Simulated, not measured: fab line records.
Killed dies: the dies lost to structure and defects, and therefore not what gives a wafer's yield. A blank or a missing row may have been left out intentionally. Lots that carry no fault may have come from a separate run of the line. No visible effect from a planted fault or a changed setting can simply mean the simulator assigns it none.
One fault seen from 2 desks | flow n5_finfet | every desk sees just its own numbers, and what lay behind them comes last

== FOR THE TOOL OWNER'S DESK: rie_diel-05 ==
The tool's own readings at N5_PASSIVATION_STRIP_14 (strips in O2): means of the sampled wafers that have a number, for each lot that ran on this tool. Marked OUT: a lot whose mean sits more than 4 standard deviations from the usual mean, which makes it out of limits; the brackets give that distance.
Columns: A = drypump_motor_current_A at N5_PASSIVATION_STRIP_14, usual 5.7 A; B = oes_product_au at N5_PASSIVATION_STRIP_14, usual 0.79 a.u.; C = rf_vpp_V at N5_PASSIVATION_STRIP_14, usual 3.6 V; D = showerhead_plenum_p_Torr at N5_PASSIVATION_STRIP_14, usual 2.08 Torr; E = throttle_valve_pct at N5_PASSIVATION_STRIP_14, usual 16.58 %
lot  | first seen here | A   | B    | C   | D    | E
L165 | day 14 05:49    | 5.7 | 0.72 | 4.3 | 2.11 | 16.54
L168 | day 14 19:36    | 5.5 | 0.77 | 4.0 | 2.09 | 16.54
L169 | day 15 00:31    | 5.7 | 0.72 | 2.9 | 2.11 | 16.54
L178 | day 17 07:08    | 5.4 | 0.70 | 3.9 | 2.17 | 16.57
L183 | day 17 22:49    | 5.7 | 0.75 | 3.6 | 2.10 | 16.55
Finding of this desk: none of the 5 lots has anything out of limits.

== THE DEFECT DESK ==
Lot by lot, what the route's inspections counted, given as the mean of those sampled wafers with a number. Marked OUT: a lot whose mean sits more than 4 standard deviations from the usual mean, which makes it out of limits; the brackets give that distance.
Columns: A = raw_defect_count at N5_MIM_BOT_LITHO_INSPECT_12, usual 2.2
lot  | first seen here | A
L164 | day 13 13:32    | 1.3
L165 | day 14 03:58    | 1.3
L168 | day 14 15:58    | 1.3
L170 | day 14 17:36    | 3.0
L171 | day 14 20:20    | 1.7
L169 | day 14 21:06    | 2.0
L173 | day 15 10:34    | 3.7
L175 | day 16 06:42    | 3.7
L178 | day 17 05:04    | 1.0
L182 | day 17 19:42    | 3.3
L183 | day 17 20:46    | 3.0
Finding of this desk: none of the 11 lots has anything out of limits.

== PUT TOGETHER ==
Nothing out of limits was seen by the tool owner's desk.
The defect desk saw nothing out of limits.

== WHAT HAD BEEN PUT IN BY THE SIMULATOR ==
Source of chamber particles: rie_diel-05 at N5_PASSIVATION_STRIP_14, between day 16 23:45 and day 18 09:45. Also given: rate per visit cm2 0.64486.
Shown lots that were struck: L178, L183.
